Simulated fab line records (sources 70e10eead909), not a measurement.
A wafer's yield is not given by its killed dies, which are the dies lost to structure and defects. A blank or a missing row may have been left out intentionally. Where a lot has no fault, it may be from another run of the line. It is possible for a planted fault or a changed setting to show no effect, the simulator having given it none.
fab line records	flow nand-harc
record lots=13	wafers=39	last-day=33
route steps=1302 shown THIN_TSV@1250 END@1302
lots with no fault: from the same line, run without faults
start-h: hours from the record's opening day to when the first of the lot's shown wafers began	wait-h: hours since the lot's step before	" repeats the value in the row above	L1.1+2: several wafers, shown together as one row	- no value, or no start was given	* or withheld: withheld	< > ~ a bound
route shown NAME@n: a module of which the file shows steps, and the number in the route of the first	usual: mean and standard deviation over wafers with no fault	same: alike in all rows	chamber/n: place in a boat	sites: readings site by site	_std_site: the standard deviation of these	_edge_site: outer sites' mean less inner sites'	radius-mm: for every site, how far away it sits from the centre of the wafer	mask NAME#n: copy n	behind: the tool/chamber that last shaped the wafer	hold: why the lot was held/for how many hours/how that ended	device: the transistor (n, p or np) that didn't switch	end of line: the route-end tests of the same wafers	a step given without rows: its recipe and nothing more	killed: not the wafer's yield, but the dies lost to structure and defects at the first sort	map: a wafer's dies, marking killed ones x, the rest . and places with no die _
set.NAME: the setting that was run; set.NAME@STEP: the one run at that earlier step	model.NAME: the simulator's own value behind a step, which no gauge read
one table for each step of the route and one row for each wafer, over a sample of lots
services: the hour from which a tool's chamber was out of use, counted from the record's first day as start-h (under 0 if before that day), plus the number of hours and why
## steps
# step NHARC_THIN_TSV_DEP_43
# recipe target-thk-a=13285	temp-c=withheld	pressure-torr=6.5	rf-w=900	teos-flow-sccm=161.4	flow-sccm=2650	target-thk-nm=1328.5	gas=O2	material=SiO2
# usual throttle-valve-pct=16.3/0.5
lot.wafer	tool	chamber	start-h	wait-h	since-wet-clean-h	throttle-valve-pct
L498.5	pecvd-02	1	553.94	-	-	15.6
L498.4	"	2	"	"	-	16.1
L498.6	"	0	"	"	-	16.3
L500.1	pecvd-02	0	572.52	-	151	16.3
L500.2	"	1	"	"	151	15.6
L500.6	"	2	"	"	-	16.4
L501.3	pecvd-01	2	573.77	-	69	16.7
L501.5	"	2	"	"	-	16.5
L501.6	"	0	"	"	-	16.1
L502.3	pecvd-02	1	583.71	-	163	15.8
L502.4	"	2	"	"	-	16.3
L502.5	"	0	"	"	-	16.1
L503.2	pecvd-03	0	588.29	-	28	16.5
L503.5	"	2	"	"	-	16.7
L503.4	"	0	"	"	-	15.7
L505.1	pecvd-02	1	618.87	-	17	15.6
L505.3	"	1	"	"	-	15.6
L505.5	"	0	"	"	-	16.4
L506.3	pecvd-03	1	620.10	-	60	16.4
L506.5	"	1	"	"	-	16.5
L506.4	"	2	"	"	-	16.5
L510.1	pecvd-01	1	670.99	-	166	15.9
L510.2	"	0	"	"	166	16.4
L510.4	"	2	"	"	-	16.9
L511.3	pecvd-02	2	672.30	-	70	15.9
L511.5	"	0	"	"	-	16.4
L511.6	"	2	"	"	-	15.8
L514.3	pecvd-01	0	699.38	-	13	16.4
L514.6	"	1	"	"	-	15.5
L514.4	"	2	"	"	-	17.2
L519.1	pecvd-01	2	755.02	-	69	17.3
L519.4	"	0	"	"	-	16.1
L519.6	"	1	"	"	-	15.8
L521.3	pecvd-01	2	772.39	-	86	17.3
L521.2	"	0	"	"	86	16.0
L521.5	"	1	"	"	-	15.9
L520.2	pecvd-03	0	773.57	-	33	15.9
L520.6	"	2	"	"	-	16.7
L520.5	"	0	"	"	-	16.0
# step NHARC_THIN_TSV_CD_MEAS_12
# recipe target-cd-nm=1000	landing-energy-ev=500
# usual cd-nm=1000.0/2.1
# same landing-energy-ev=500
lot.wafer	tool	chamber	start-h	wait-h	cd-nm
L498.4	cd-sem-02	0	554.65	-	999.9
L498.5	"	0	"	"	1001.2
L498.6	"	0	"	"	1000.8
L500.1	cd-sem-03	0	573.18	-	1002.0
L500.2	"	0	"	"	999.6
L500.6	"	0	"	"	999.0
L501.3	cd-sem-02	0	574.43	-	1002.6
L501.5	"	0	"	"	1000.9
L501.6	"	0	"	"	999.9
L502.3	cd-sem-01	0	584.45	-	996.4
L502.4	"	0	"	"	998.5
L502.5	"	0	"	"	995.5
L503.2	cd-sem-01	0	589.03	-	1000.7
L503.4	"	0	"	"	999.8
L503.5	"	0	"	"	998.6
L505.1	cd-sem-01	0	619.71	-	1000.8
L505.3	"	0	"	"	1002.6
L505.5	"	0	"	"	1001.2
L506.3	cd-sem-02	0	620.89	-	1001.1
L506.4	"	0	"	"	1004.9
L506.5	"	0	"	"	999.7
L510.1	cd-sem-02	0	671.82	-	1000.6
L510.2	"	0	"	"	996.6
L510.4	"	0	"	"	999.3
L511.3	cd-sem-01	0	672.92	-	998.6
L511.5	"	0	"	"	1000.0
L511.6	"	0	"	"	998.2
L514.3	cd-sem-01	0	700.09	-	1000.7
L514.4	"	0	"	"	998.9
L514.6	"	0	"	"	1001.4
L519.1	cd-sem-01	0	755.65	-	1000.4
L519.4	"	0	"	"	1003.3
L519.6	"	0	"	"	1004.6
L521.2	cd-sem-03	0	773.06	-	997.8
L521.3	"	0	"	"	996.8
L521.5	"	0	"	"	997.8
L520.2	cd-sem-03	0	774.23	-	998.9
L520.5	"	0	"	"	1001.7
L520.6	"	0	"	"	1001.9
# step NHARC_THIN_TSV_PRE_CLEAN_54
# recipe time-s=30	temp-c=280	gas=H2/He
# usual heater-power-w=405/44
lot.wafer	tool	chamber	start-h	wait-h	heater-power-w
L498.4	pvd-sputter-01	-	559.54	0.1	445
L498.6	"	-	"	"	308
L498.5	"	-	"	"	441
L500.2	pvd-sputter-03	-	578.05	0.0	386
L500.1	"	-	"	"	455
L500.6	"	-	"	"	383
L501.3	pvd-sputter-03	-	579.28	0.1	440
L501.6	"	-	"	"	379
L501.5	"	-	"	"	412
L502.3	pvd-sputter-03	-	589.36	0.1	393
L502.4	"	-	"	"	412
L502.5	"	-	"	"	441
L503.2	pvd-sputter-01	-	593.94	0.1	414
L503.4	"	-	"	"	302
L503.5	"	-	"	"	459
L505.1	pvd-sputter-02	-	624.56	0.0	397
L505.3	"	-	"	"	457
L505.5	"	-	"	"	396
L506.4	pvd-sputter-01	-	625.76	0.1	429
L506.3	"	-	"	"	294
L506.5	"	-	"	"	319
L510.4	pvd-sputter-01	-	676.83	0.0	294
L510.1	"	-	"	"	452
L510.2	"	-	"	"	408
L511.3	pvd-sputter-03	-	677.82	0.1	387
L511.5	"	-	"	"	405
L511.6	"	-	"	"	430
L514.4	pvd-sputter-01	-	704.92	0.1	331
L514.3	"	-	"	"	431
L514.6	"	-	"	"	325
L519.4	pvd-sputter-02	-	760.50	0.1	453
L519.1	"	-	"	"	412
L519.6	"	-	"	"	431
L521.2	pvd-sputter-03	-	778.17	0.0	416
L521.3	"	-	"	"	384
L521.5	"	-	"	"	389
L520.2	pvd-sputter-03	-	779.37	0.0	381
L520.6	"	-	"	"	387
L520.5	"	-	"	"	394
# step NHARC_THIN_TSV_CD_MEAS_33
# recipe target-cd-nm=5000	landing-energy-ev=500
# usual cd-nm=5000.4/2.1
# same landing-energy-ev=500
lot.wafer	tool	chamber	start-h	wait-h	cd-nm
L498.4	cd-sem-03	0	560.49	-	5005.4
L498.5	"	0	"	"	4999.2
L498.6	"	0	"	"	5003.7
L500.1	cd-sem-03	0	579.00	-	4998.3
L500.2	"	0	"	"	4998.9
L500.6	"	0	"	"	4997.6
L501.3	cd-sem-02	0	580.35	-	4999.2
L501.5	"	0	"	"	4998.2
L501.6	"	0	"	"	4996.5
L502.3	cd-sem-03	0	590.41	-	5001.0
L502.4	"	0	"	"	5000.3
L502.5	"	0	"	"	4997.9
L503.2	cd-sem-02	0	594.99	-	5003.2
L503.4	"	0	"	"	5000.0
L503.5	"	0	"	"	5000.4
L505.1	cd-sem-02	0	625.62	-	5003.5
L505.3	"	0	"	"	5001.1
L505.5	"	0	"	"	5001.9
L506.3	cd-sem-01	0	626.80	-	5003.4
L506.4	"	0	"	"	4997.8
L506.5	"	0	"	"	5001.2
L510.1	cd-sem-03	0	677.90	-	4999.9
L510.2	"	0	"	"	4998.0
L510.4	"	0	"	"	4997.1
L511.3	cd-sem-02	0	678.74	-	4994.6
L511.5	"	0	"	"	4995.6
L511.6	"	0	"	"	4998.5
L514.3	cd-sem-01	0	706.08	-	5002.0
L514.4	"	0	"	"	5000.5
L514.6	"	0	"	"	4999.3
L519.1	cd-sem-01	0	761.56	-	5001.5
L519.4	"	0	"	"	5001.6
L519.6	"	0	"	"	4999.5
L521.2	cd-sem-03	0	779.23	-	5005.6
L521.3	"	0	"	"	5003.6
L521.5	"	0	"	"	5005.4
L520.2	cd-sem-02	0	780.46	-	5001.2
L520.5	"	0	"	"	4999.9
L520.6	"	0	"	"	4999.2
# step NHARC_END_SORT_01
# recipe temp-c=25
# usual defect-limited-yield=91/3	killed-at-array=54/21	killed-at-other=1.0/1.2	killed-at-periphery=3.6/2.6	killed-dies=58/20	killed-open=3.3/1.9	killed-short=2.6/1.5	sort_bin_2_pct=3.1/1.4	sort_bin_3_pct=0.6/0.37	sort_bin_4_pct=4.9/1.6	sort-n-pass=619/20	sort-rim-yield-pct=91/4.3	sort-yield-pct=91/3
# same gross-dies=677	sort_bin_5_pct[%]=0	sort_bin_6_pct[%]=0	sort_bin_7_pct[%]=0	sort_bin_8_pct[%]=0	sort-rim-n-gross=106.00
lot.wafer	tool	chamber	start-h	wait-h	defect-limited-yield[%]	killed-at-array	killed-at-other	killed-at-periphery	killed-dies	killed-open	killed-short	sort_bin_2_pct[%]	sort_bin_3_pct[%]	sort_bin_4_pct[%]	sort-n-pass	sort-rim-yield-pct[%]	sort-yield-pct[%]
L498.4	prober-01	0	574.76	3.4	92	45	3	3	51	2	3	2.5	0.9	4.1	626	97	92
L498.5	prober-01	0	575.57	3.7	91	56	3	3	62	3	4	4.3	0.6	4.3	615	92	91
L498.6	prober-01	0	576.37	4.0	93	41	4	4	49	3	2	2.7	0.1	4.4	628	97	93
L500.1	prober-01	0	587.00	2.5	96	26	0	0	26	5	4	1.9	0	1.9	651	96	96
L500.2	prober-01	0	587.79	2.8	97	20	0	0	20	5	2	0.9	0	2.1	657	95	97
L500.6	prober-01	0	590.97	4.0	96	27	0	2	29	4	6	0.6	0.1	3.5	648	94	96
L501.3	prober-01	0	596.36	3.1	91	59	1	2	62	2	2	3.2	0.4	5.5	615	96	91
L501.5	prober-01	0	597.95	3.7	92	53	1	0	54	4	2	2.5	0.7	4.7	623	94	92
L501.6	prober-01	0	598.75	4.0	93	49	0	1	50	3	1	1.8	1.2	4.4	627	95	93
L502.3	prober-02	0	603.03	3.1	92	51	0	2	53	1	3	2.8	0.1	4.9	624	92	92
L502.4	prober-02	0	603.84	3.4	93	41	2	5	48	3	5	3.2	0.4	3.4	629	85	93
L502.5	prober-02	0	604.64	3.7	92	47	3	6	56	5	6	2.5	0.6	5.2	621	84	92
L503.2	prober-01	0	603.34	2.8	87	87	0	2	89	2	3	5.6	0.9	6.6	588	97	87
L503.4	prober-01	0	604.95	3.4	87	87	0	1	88	1	3	5.5	0.3	7.2	589	94	87
L503.5	prober-01	0	605.75	3.7	86	93	0	4	97	5	3	5.8	1.2	7.4	580	87	86
L505.1	prober-01	0	634.73	2.5	91	57	1	2	60	0	4	3.8	1.0	4.0	617	92	91
L505.3	prober-01	0	636.34	3.1	92	52	0	1	53	1	0	3.4	0.6	3.8	624	93	92
L505.5	prober-01	0	637.95	3.7	88	83	0	1	84	2	2	4.6	0.7	7.1	593	91	88
L506.3	prober-02	0	636.32	3.1	94	35	1	7	43	5	2	2.2	0.7	3.4	634	91	94
L506.4	prober-02	0	637.11	3.4	92	51	0	3	54	3	2	3.1	0.4	4.4	623	92	92
L506.5	prober-02	0	637.90	3.7	92	49	0	6	55	2	5	3.4	0.4	4.3	622	88	92
L510.1	prober-02	0	687.41	2.5	0	20	654	3	677	3	0	97.8	0.1	2.1	0	0	0
L510.2	prober-02	0	688.22	2.8	0	24	645	8	677	2	3	96.5	0.4	3.1	0	0	0
L510.4	prober-02	0	689.84	3.4	96	22	0	6	28	6	5	1.5	0.1	2.5	649	97	96
L511.3	prober-01	0	689.10	3.1	94	28	0	10	38	4	0	2.1	0.3	3.2	639	92	94
L511.5	prober-01	0	690.70	3.7	94	37	0	4	41	3	1	1.5	0.3	4.3	636	92	94
L511.6	prober-01	0	691.50	4.0	96	25	1	3	29	2	1	1.5	0	2.8	648	94	96
L514.3	prober-02	0	715.83	3.1	0	77	592	8	677	4	2	91.1	0.6	8.3	0	0	0
L514.4	prober-02	0	716.63	3.4	88	69	0	10	79	3	1	4.3	1.0	6.4	598	87	88
L514.6	prober-02	0	718.21	4.0	87	74	1	11	86	7	2	5.9	0.6	6.2	591	84	87
L519.1	prober-01	0	770.84	2.5	91	57	0	2	59	5	1	3.4	0.7	4.6	618	90	91
L519.4	prober-01	0	773.25	3.4	91	59	1	0	60	3	1	2.8	0.7	5.3	617	89	91
L519.6	prober-01	0	774.86	4.0	91	54	4	2	60	2	1	3.7	0.4	4.7	617	86	91
L520.2	prober-01	0	789.04	2.8	94	38	1	4	43	4	7	1.2	0.4	4.7	634	95	94
L520.5	prober-01	0	791.39	3.6	95	26	1	5	32	1	3	1.3	0.4	3.0	645	92	95
L520.6	prober-01	0	792.17	3.9	92	49	1	5	55	7	3	3.0	0.3	4.9	622	94	92
L521.2	prober-02	0	789.06	2.8	88	75	3	3	81	0	3	5.2	0.9	5.9	596	85	88
L521.3	prober-02	0	789.86	3.1	87	81	2	2	85	3	5	4.4	0.6	7.5	592	85	87
L521.5	prober-02	0	791.48	3.7	92	50	0	5	55	2	1	2.5	0.9	4.7	622	86	92
# killed by level:class
L498.4 A_CHANNEL_HOLE_D2:chamber-film-flake=35 A_CHANNEL_FILL_D2:geometric-particle:short=3 A_CONTACT:chamber-film-flake=3 THIN_TSV:chamber-film-flake=3 P_STI:chamber-film-flake=2 A_STAIRCASE:chamber-film-flake=2 A_CHANNEL_FILL_D1:geometric-particle:open=1 A_CHANNEL_FILL_D2:geometric-particle:open=1
L498.5 A_CHANNEL_HOLE_D2:chamber-film-flake=36 A_WL_FILL:chamber-film-flake=4 A_CHANNEL_HOLE_D1:chamber-film-flake=3 A_STAIRCASE:chamber-film-flake=3 THIN_TSV:chamber-film-flake=3 A_ONON_D2:geometric-particle:short=2 A_ZERO_WELL:chamber-film-flake=2 A_CONTACT:chamber-film-flake=2
L498.6 A_CHANNEL_HOLE_D2:chamber-film-flake=31 THIN_TSV:chamber-film-flake=4 A_CONTACT:chamber-film-flake=3 A_ONON_D2:geometric-particle:short=2 P_STI:chamber-film-flake=2 A_STAIRCASE:chamber-film-flake=2 P_CONTACT:geometric-particle:open=1 P_M0:geometric-particle:open=1
L500.1 A_CHANNEL_HOLE_D2:chamber-film-flake=11 A_CONTACT:chamber-film-flake=3 A_DECK1_JOINT:geometric-particle:open=2 A_DECK1_JOINT:geometric-particle:short=2 A_ONON_D1:geometric-particle:short=1 A_CHANNEL_FILL_D1:geometric-particle:open=1 A_ONON_D2:geometric-particle:short=1 A_ONON_D2:geometric-particle:open=1
L500.2 A_CHANNEL_HOLE_D2:chamber-film-flake=6 A_CHANNEL_HOLE_D1:chamber-film-flake=3 A_M0:geometric-particle:open=2 A_CONTACT:chamber-film-flake=2 A_CHANNEL_FILL_D1:geometric-particle:open=1 A_ONON_D2:geometric-particle:short=1 A_ONON_D2:geometric-particle:open=1 A_WL_FILL:geometric-particle:open=1
L500.6 A_CHANNEL_HOLE_D2:chamber-film-flake=15 A_ONON_D1:geometric-particle:short=2 A_BLC:geometric-particle:open=2 P_M0:geometric-particle:short=1 A_SOURCE_PLATE:geometric-particle:open=1 A_DECK1_JOINT:geometric-particle:short=1 A_ONON_D2:geometric-particle:short=1 A_CONTACT:geometric-particle:open=1
L501.3 A_CHANNEL_HOLE_D1:chamber-film-flake=35 A_CHANNEL_HOLE_D2:chamber-film-flake=10 A_CONTACT:chamber-film-flake=4 A_CHANNEL_FILL_D1:chamber-film-flake=2 A_STAIRCASE:chamber-film-flake=2 P_CONTACT:geometric-particle:open=1 A_CHANNEL_FILL_D2:geometric-particle:short=1 A_CHANNEL_FILL_D2:geometric-particle:open=1
L501.5 A_CHANNEL_HOLE_D1:chamber-film-flake=33 A_CONTACT:chamber-film-flake=5 A_CHANNEL_HOLE_D2:chamber-film-flake=3 A_ONON_D1:geometric-particle:open=2 A_DECK1_JOINT:chamber-film-flake=2 A_STAIRCASE:chamber-film-flake=2 A_SOURCE_PLATE:geometric-particle:open=1 A_DECK1_JOINT:geometric-particle:short=1
L501.6 A_CHANNEL_HOLE_D1:chamber-film-flake=33 A_CHANNEL_HOLE_D2:chamber-film-flake=6 A_CONTACT:chamber-film-flake=4 A_STAIRCASE:chamber-film-flake=3 P_GATE:geometric-particle:short=1 A_CHANNEL_FILL_D1:geometric-particle:open=1 A_CHANNEL_FILL_D2:geometric-particle:open=1 A_M0:geometric-particle:open=1
L502.3 A_SLIT:chamber-film-flake=25 A_CHANNEL_HOLE_D2:chamber-film-flake=10 A_M0:chamber-film-flake=4 A_STAIRCASE:chamber-film-flake=3 A_CONTACT:chamber-film-flake=3 A_CHANNEL_HOLE_D1:chamber-film-flake=2 P_CONTACT:geometric-particle:open=1 A_DECK1_JOINT:geometric-particle:short=1
L503.2 A_CHANNEL_HOLE_D2:chamber-film-flake=31 A_CHANNEL_HOLE_D1:chamber-film-flake=24 A_SLIT:chamber-film-flake=22 A_STAIRCASE:chamber-film-flake=4 P_GATE:chamber-film-flake=2 A_SOURCE_PLATE:geometric-particle:short=1 A_CHANNEL_FILL_D1:geometric-particle:short=1 A_DECK1_JOINT:geometric-particle:open=1
L502.4 A_SLIT:chamber-film-flake=12 A_STAIRCASE:chamber-film-flake=7 A_CONTACT:chamber-film-flake=7 A_CHANNEL_HOLE_D2:chamber-film-flake=5 A_M0:chamber-film-flake=3 A_ONON_D1:geometric-particle:short=2 P_GATE:chamber-film-flake=2 P_M0:geometric-particle:short=1
L502.5 A_SLIT:chamber-film-flake=16 A_CHANNEL_HOLE_D2:chamber-film-flake=7 A_CONTACT:chamber-film-flake=6 A_STAIRCASE:chamber-film-flake=4 THIN_TSV:chamber-film-flake=3 P_M0:geometric-particle:open=2 A_ONON_D1:geometric-particle:short=2 A_WL_FILL:geometric-particle:short=2
L503.4 A_SLIT:chamber-film-flake=26 A_CHANNEL_HOLE_D2:chamber-film-flake=24 A_CHANNEL_HOLE_D1:chamber-film-flake=24 A_STAIRCASE:chamber-film-flake=5 A_DECK1_JOINT:geometric-particle:short=2 A_DECK1_JOINT:chamber-film-flake=2 A_CONTACT:chamber-film-flake=2 A_ONON_D1:geometric-particle:open=1
L503.5 A_CHANNEL_HOLE_D1:chamber-film-flake=31 A_SLIT:chamber-film-flake=28 A_CHANNEL_HOLE_D2:chamber-film-flake=22 A_WL_FILL:geometric-particle:short=2 P_GATE:chamber-film-flake=2 A_DECK1_JOINT:chamber-film-flake=2 A_STAIRCASE:chamber-film-flake=2 P_M0:geometric-particle:open=1
L505.1 A_CHANNEL_HOLE_D2:chamber-film-flake=23 A_CHANNEL_HOLE_D1:chamber-film-flake=19 A_CONTACT:chamber-film-flake=4 A_ONON_D1:geometric-particle:short=2 A_CHANNEL_FILL_D1:geometric-particle:short=2 A_SLIT:chamber-film-flake=2 A_DECK1_JOINT:chamber-film-flake=2 A_BONDPAD:chamber-film-flake=2
L506.3 A_SLIT:chamber-film-flake=13 A_CHANNEL_HOLE_D2:chamber-film-flake=8 P_GATE:chamber-film-flake=5 A_BONDPAD:chamber-film-flake=3 P_M0:geometric-particle:open=2 A_CHANNEL_FILL_D2:geometric-particle:open=2 A_CHANNEL_HOLE_D1:chamber-film-flake=2 A_CONTACT:chamber-film-flake=2
L505.3 A_CHANNEL_HOLE_D1:chamber-film-flake=24 A_CHANNEL_HOLE_D2:chamber-film-flake=21 A_SLIT:chamber-film-flake=2 A_BONDPAD:chamber-film-flake=2 A_M0:geometric-particle:open=1 P_BONDPAD:chamber-film-flake=1 A_STAIRCASE:chamber-film-flake=1 A_CONTACT:chamber-film-flake=1
L506.4 A_SLIT:chamber-film-flake=31 A_CHANNEL_HOLE_D2:chamber-film-flake=6 A_CONTACT:chamber-film-flake=4 P_GATE:chamber-film-flake=3 A_WL_FILL:geometric-particle:short=2 A_BONDPAD:chamber-film-flake=2 A_ONON_D2:geometric-particle:open=1 A_WL_FILL:geometric-particle:open=1
L506.5 A_SLIT:chamber-film-flake=17 A_CHANNEL_HOLE_D2:chamber-film-flake=17 P_GATE:chamber-film-flake=5 A_CHANNEL_HOLE_D1:chamber-film-flake=3 A_CONTACT:chamber-film-flake=3 A_ONON_D1:geometric-particle:short=2 A_BLC:geometric-particle:short=2 A_STAIRCASE:chamber-film-flake=2
L505.5 A_CHANNEL_HOLE_D2:chamber-film-flake=36 A_CHANNEL_HOLE_D1:chamber-film-flake=32 A_ZERO_WELL:chamber-film-flake=3 A_CONTACT:chamber-film-flake=3 A_CHANNEL_FILL_D2:geometric-particle:open=2 A_DECK1_JOINT:chamber-film-flake=2 A_SGD_CUT:chamber-film-flake=2 A_CHANNEL_FILL_D2:geometric-particle:short=1
L510.1 THIN_TSV:area-dep=654 A_STAIRCASE:chamber-film-flake=4 A_WL_FILL:chamber-film-flake=4 A_CHANNEL_HOLE_D1:chamber-film-flake=3 A_CHANNEL_FILL_D2:chamber-film-flake=3 P_STI:chamber-film-flake=2 P_M0:geometric-particle:open=1 A_WL_FILL:geometric-particle:open=1
L510.2 THIN_TSV:area-dep=644 P_GATE:chamber-film-flake=6 A_CHANNEL_HOLE_D1:chamber-film-flake=6 A_CONTACT:chamber-film-flake=3 P_STI:chamber-film-flake=2 A_CHANNEL_HOLE_D2:chamber-film-flake=2 A_CHANNEL_FILL_D2:chamber-film-flake=2 A_WL_FILL:chamber-film-flake=2
L511.3 A_STAIRCASE:chamber-film-flake=10 P_GATE:chamber-film-flake=6 A_CHANNEL_HOLE_D1:chamber-film-flake=4 A_SLIT:chamber-film-flake=4 P_CONTACT:chamber-film-flake=2 A_CHANNEL_FILL_D1:chamber-film-flake=2 A_CHANNEL_FILL_D2:chamber-film-flake=2 A_CONTACT:chamber-film-flake=2
L510.4 A_WL_FILL:chamber-film-flake=5 A_ONON_D2:geometric-particle:short=3 P_GATE:chamber-film-flake=3 A_CHANNEL_HOLE_D1:chamber-film-flake=3 A_SLIT:chamber-film-flake=3 P_CONTACT:geometric-particle:open=2 P_M1:geometric-particle:short=1 A_ONON_D1:geometric-particle:open=1
L511.5 A_CHANNEL_HOLE_D1:chamber-film-flake=9 A_SLIT:chamber-film-flake=7 A_STAIRCASE:chamber-film-flake=6 A_CHANNEL_FILL_D2:chamber-film-flake=5 A_CONTACT:chamber-film-flake=4 P_GATE:chamber-film-flake=3 A_WL_FILL:chamber-film-flake=2 A_ONON_D1:geometric-particle:open=1
L511.6 A_CHANNEL_HOLE_D1:chamber-film-flake=6 A_STAIRCASE:chamber-film-flake=5 A_CHANNEL_FILL_D2:chamber-film-flake=3 A_SLIT:chamber-film-flake=3 A_CONTACT:chamber-film-flake=3 A_ONON_D1:geometric-particle:open=2 A_ZERO_WELL:chamber-film-flake=2 A_ONON_D2:geometric-particle:short=1
L514.3 THIN_TSV:area-dep=592 A_CHANNEL_HOLE_D1:chamber-film-flake=41 A_CHANNEL_HOLE_D2:chamber-film-flake=17 A_SLIT:chamber-film-flake=5 P_STI:chamber-film-flake=3 A_CONTACT:chamber-film-flake=3 P_CONTACT:chamber-film-flake=2 A_STAIRCASE:chamber-film-flake=2
L514.4 A_CHANNEL_HOLE_D1:chamber-film-flake=28 A_CHANNEL_HOLE_D2:chamber-film-flake=18 A_CONTACT:chamber-film-flake=11 P_STI:chamber-film-flake=5 A_SLIT:chamber-film-flake=4 A_BLC:chamber-film-flake=3 P_CONTACT:chamber-film-flake=2 P_CONTACT:geometric-particle:open=1
L514.6 A_CHANNEL_HOLE_D1:chamber-film-flake=38 A_CHANNEL_HOLE_D2:chamber-film-flake=17 A_CONTACT:chamber-film-flake=12 P_CONTACT:geometric-particle:open=2 P_M0:geometric-particle:open=2 P_STI:chamber-film-flake=2 P_CONTACT:chamber-film-flake=2 P_BONDPAD:geometric-particle:open=1
L519.1 A_CHANNEL_HOLE_D2:chamber-film-flake=29 A_CHANNEL_HOLE_D1:chamber-film-flake=14 A_STAIRCASE:chamber-film-flake=4 A_SLIT:chamber-film-flake=3 A_CHANNEL_FILL_D2:geometric-particle:open=2 A_M0:geometric-particle:open=2 A_CHANNEL_FILL_D1:geometric-particle:short=1 A_CONTACT:geometric-particle:open=1
L519.4 A_CHANNEL_HOLE_D2:chamber-film-flake=31 A_CHANNEL_HOLE_D1:chamber-film-flake=13 A_SLIT:chamber-film-flake=9 A_CHANNEL_FILL_D1:geometric-particle:open=1 A_CHANNEL_FILL_D2:geometric-particle:open=1 A_STAIRCASE:geometric-particle:short=1 A_M1:geometric-particle:open=1 A_STAIRCASE:chamber-film-flake=1
L519.6 A_CHANNEL_HOLE_D1:chamber-film-flake=19 A_CHANNEL_HOLE_D2:chamber-film-flake=19 A_SLIT:chamber-film-flake=7 A_STAIRCASE:chamber-film-flake=5 THIN_TSV:chamber-film-flake=3 P_CONTACT:geometric-particle:open=1 A_CHANNEL_FILL_D1:geometric-particle:open=1 STARTING-WAFER:geometric-particle:short=1
L520.2 A_CHANNEL_HOLE_D1:chamber-film-flake=11 A_SLIT:chamber-film-flake=10 A_SGD_CUT:geometric-particle:short=2 P_GATE:chamber-film-flake=2 A_DECK1_JOINT:chamber-film-flake=2 A_CHANNEL_FILL_D2:chamber-film-flake=2 A_CONTACT:chamber-film-flake=2 P_GATE:geometric-particle:short=1
L521.2 A_CHANNEL_HOLE_D2:chamber-film-flake=35 A_CHANNEL_HOLE_D1:chamber-film-flake=12 A_SLIT:chamber-film-flake=12 A_CONTACT:chamber-film-flake=10 THIN_TSV:chamber-film-flake=3 P_M1:chamber-film-flake=2 A_STAIRCASE:chamber-film-flake=2 P_M0:geometric-particle:short=1
L521.3 A_CHANNEL_HOLE_D2:chamber-film-flake=35 A_SLIT:chamber-film-flake=20 A_CONTACT:chamber-film-flake=11 A_CHANNEL_HOLE_D1:chamber-film-flake=3 A_CHANNEL_HOLE_D1:geometric-particle:short=2 A_STAIRCASE:chamber-film-flake=2 P_CONTACT:geometric-particle:open=1 A_DECK1_JOINT:geometric-particle:open=1
L520.5 A_CHANNEL_HOLE_D1:chamber-film-flake=11 A_SLIT:chamber-film-flake=6 P_ZERO_WELL:chamber-film-flake=2 A_DECK1_JOINT:chamber-film-flake=2 A_CHANNEL_HOLE_D2:chamber-film-flake=2 P_GATE:geometric-particle:short=1 A_WL_FILL:geometric-particle:short=1 A_WL_FILL:geometric-particle:open=1
L521.5 A_SLIT:chamber-film-flake=13 A_CONTACT:chamber-film-flake=11 A_CHANNEL_HOLE_D2:chamber-film-flake=10 A_CHANNEL_HOLE_D1:chamber-film-flake=8 A_STAIRCASE:chamber-film-flake=4 P_M1:chamber-film-flake=2 P_M2:geometric-particle:short=1 A_CHANNEL_HOLE_D1:geometric-particle:open=1
L520.6 A_CHANNEL_HOLE_D1:chamber-film-flake=22 A_SLIT:chamber-film-flake=12 A_STAIRCASE:chamber-film-flake=3 A_CHANNEL_FILL_D1:geometric-particle:open=2 A_WL_FILL:geometric-particle:open=2 P_GATE:chamber-film-flake=2 A_CONTACT:chamber-film-flake=2 P_M0:geometric-particle:open=1
## services
tool	chamber	start-h	hours	kind
pecvd-03	-	547.00	13.0	pm
pecvd-02	-	551.95	0.9	repair
pecvd-02	-	560.78	1.1	repair
pvd-sputter-01	-	566.03	1.9	repair
pvd-sputter-01	-	582.06	10.0	pm
pecvd-02	-	589.11	13.0	pm
pecvd-02	0	589.11	13.0	vent-cycle
pvd-sputter-01	-	599.46	2.5	repair
pecvd-02	2	616.48	5.6	repair
pecvd-02	0	634.40	9.0	repair
pvd-sputter-02	-	638.00	10.0	pm
pecvd-03	0	639.66	12.8	repair
pecvd-02	2	642.86	5.4	repair
pecvd-03	1	655.42	14.6	repair
pecvd-01	-	673.06	13.0	pm
pvd-sputter-03	-	704.09	10.0	pm
pvd-sputter-02	-	708.94	1.9	repair
pecvd-02	2	711.04	9.0	repair
pecvd-03	-	728.00	13.0	pm
pvd-sputter-02	-	739.53	3.7	repair
pecvd-02	0	741.72	10.3	repair
pvd-sputter-01	-	760.06	10.0	pm
pecvd-01	0	767.37	3.0	repair
pecvd-02	-	770.11	13.0	pm
## key
first-sign step=NHARC_END_SORT_01	reading=killed-at-other	direction=up	sigmas=99+	usual=1.0	struck=630.3
effect step=NHARC_END_SORT_01	reading=sort_bin_2_pct	direction=up	sigmas=68	usual=3.1	struck=95.1
more-kills-born-at NHARC_THIN_TSV_DEP_43@pecvd-01=1890
met-at NHARC_THIN_TSV_DEP_43
struck-lots L510,L514
struck-wafers L510.1,L510.2,L514.3
later-rows-left-out L510.1,L510.2,L514.3
not-acting-at NHARC_THIN_TSV_CD_MEAS_12,NHARC_THIN_TSV_PRE_CLEAN_54,NHARC_THIN_TSV_CD_MEAS_33
onset-between 573.77 670.99
fault kind=process-parameter-drift	tool=pecvd-01	chamber=-	onset-h=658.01	steps=NHARC_THIN_TSV_DEP_43	channel=target-thk-a	offset=*	shape=step	end-h=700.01	scope=struck-wafers-only	acts-in=*	stated=*
# later-rows-left-out: the simulator's readings of these wafers behind a module that went badly wrong aren't trusted and aren't shown, but for the sort
